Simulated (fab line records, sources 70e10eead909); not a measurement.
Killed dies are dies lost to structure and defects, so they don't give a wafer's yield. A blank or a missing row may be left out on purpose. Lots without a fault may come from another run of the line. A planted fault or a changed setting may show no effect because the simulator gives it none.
Which tool did it? | flow nand_harc | 12 lots, 36 wafers sampled, at 5 steps of a route of 1302

WHAT THE GAUGES READ, wafer by wafer
NHARC_A_M0_CD_MEAS_16.
lot  | measured     | on        | cd_nm (nm)
L075 | day 23 10:09 | cd_sem-01 | 79.7 80.7 79.7
L076 | day 23 14:50 | cd_sem-01 | 79.3 80.3 79.6
L079 | day 25 13:01 | cd_sem-03 | 79.1 80.1 80.7
L081 | day 25 19:20 | cd_sem-03 | 80.0 80.0 80.8
L083 | day 26 23:45 | cd_sem-02 | 80.0 79.8 80.5
L086 | day 27 18:53 | cd_sem-02 | 79.5 80.1 80.3
L088 | day 28 14:31 | cd_sem-02 | 79.8 79.8 79.4
L089 | day 28 21:33 | cd_sem-03 | 80.2 80.2 79.8
L093 | day 29 22:59 | cd_sem-01 | 79.9 79.3 79.4
L092 | day 30 06:41 | cd_sem-02 | 79.9 80.6 80.6
L095 | day 31 17:14 | cd_sem-03 | 80.6 79.5 80.0
L097 | day 32 00:17 | cd_sem-02 | 79.2 79.1 79.2

WHICH TOOL RAN EACH LOT (tool, then ch and the chambers of the sampled wafers, then the start)
lot  | NHARC_A_CONTACT_ETCH_30                       | NHARC_A_CONTACT_ETCH_92            | NHARC_A_BLC_DEGAS_30         | NHARC_A_M0_ETCH_34
L075 | rie_diel-05 ch 0,2,3, day 23 02:10 or earlier | rie_diel-13 ch 1,3, day 23 02:10   | pvd_sputter-02, day 23 07:16 | rie_diel-07 ch 0,3, day 23 09:56
L076 | rie_diel-03 ch 0,1, day 23 07:07 or earlier   | rie_diel-03 ch 0,2,3, day 23 07:07 | pvd_sputter-02, day 23 12:01 | rie_diel-06 ch 1,2,3, day 23 14:38
L079 | rie_diel-13 ch 0,2,3, day 25 05:22 or earlier | rie_diel-03 ch 0,3, day 25 05:22   | pvd_sputter-02, day 25 10:14 | rie_diel-11 ch 1,2,3, day 25 12:49
L081 | rie_diel-03 ch 0,2,3, day 25 11:28 or earlier | rie_diel-03 ch 2,3, day 25 11:28   | pvd_sputter-03, day 25 16:35 | rie_diel-07 ch 0,1, day 25 19:07
L083 | rie_diel-13 ch 0,1,3, day 26 15:53 or earlier | rie_diel-13 ch 0,1,2, day 26 15:53 | pvd_sputter-01, day 26 20:58 | rie_diel-06 ch 0,2,3, day 26 23:32
L086 | rie_diel-03 ch 0,2, day 27 11:18 or earlier   | rie_diel-03 ch 1,2,3, day 27 11:18 | pvd_sputter-03, day 27 16:15 | rie_diel-06 ch 1,3, day 27 18:41
L088 | rie_diel-03 ch 1,2,3, day 28 06:59 or earlier | rie_diel-05 ch 1,2,3, day 28 06:59 | pvd_sputter-02, day 28 11:51 | rie_diel-11 ch 1,2,3, day 28 14:18
L089 | rie_diel-03 ch 0,1,3, day 28 14:08 or earlier | rie_diel-13 ch 0,2,3, day 28 14:08 | pvd_sputter-02, day 28 18:56 | rie_diel-11 ch 0,1,2, day 28 21:20
L093 | rie_diel-03 ch 0,3, day 29 15:16 or earlier   | rie_diel-05 ch 0,1,3, day 29 15:16 | pvd_sputter-01, day 29 20:22 | rie_diel-07 ch 0,3, day 29 22:47
L092 | rie_diel-03 ch 1,2, day 29 22:50 or earlier   | rie_diel-03 ch 0,1, day 29 22:50   | pvd_sputter-02, day 30 04:02 | rie_diel-06 ch 1,2,3, day 30 06:28
L095 | rie_diel-03 ch 0,1,2, day 31 08:57 or earlier | rie_diel-13 ch 0,2, day 31 08:57   | pvd_sputter-03, day 31 14:23 | rie_diel-11 ch 0,2,3, day 31 17:01
L097 | rie_diel-13 ch 1,3, day 31 16:35 or earlier   | rie_diel-03 ch 0,1,2, day 31 16:35 | pvd_sputter-01, day 31 21:31 | rie_diel-06 ch 2,3, day 32 00:03
- NHARC_A_CONTACT_ETCH_30: etches the open film in CF4/CHF3, target depth 72.6 nm, time 36.3 s.
- NHARC_A_CONTACT_ETCH_92: etches the open film in CH3F/O2, target depth 40 nm, time 85.7 s.
- NHARC_A_BLC_DEGAS_30: time 60 s.
- NHARC_A_M0_ETCH_34: etches the open film in N2/H2, target depth 40 nm, overetch 12 nm, time 43.94 s.

THE ANSWER, worked out from the rows above alone
Rule: what is usual is taken from the lots themselves. Put in order of their means at a reading, lots are off if they are a third of the lots or fewer, leave a main group of 4 or more, and stand apart from it by a gap of 3 or more times the standard deviation of the main group's means; of several such gaps the widest counts. A main group whose means are all the same, to the digits that the tables above print for the reading, isn't used. A lot without any number at a reading at which 4 lots or more have one is off too. The other lots that the step has rows for count as sound.
No lot is off at any reading shown: from this, nothing can be told.

WHAT THE SIMULATOR HAD PUT IN
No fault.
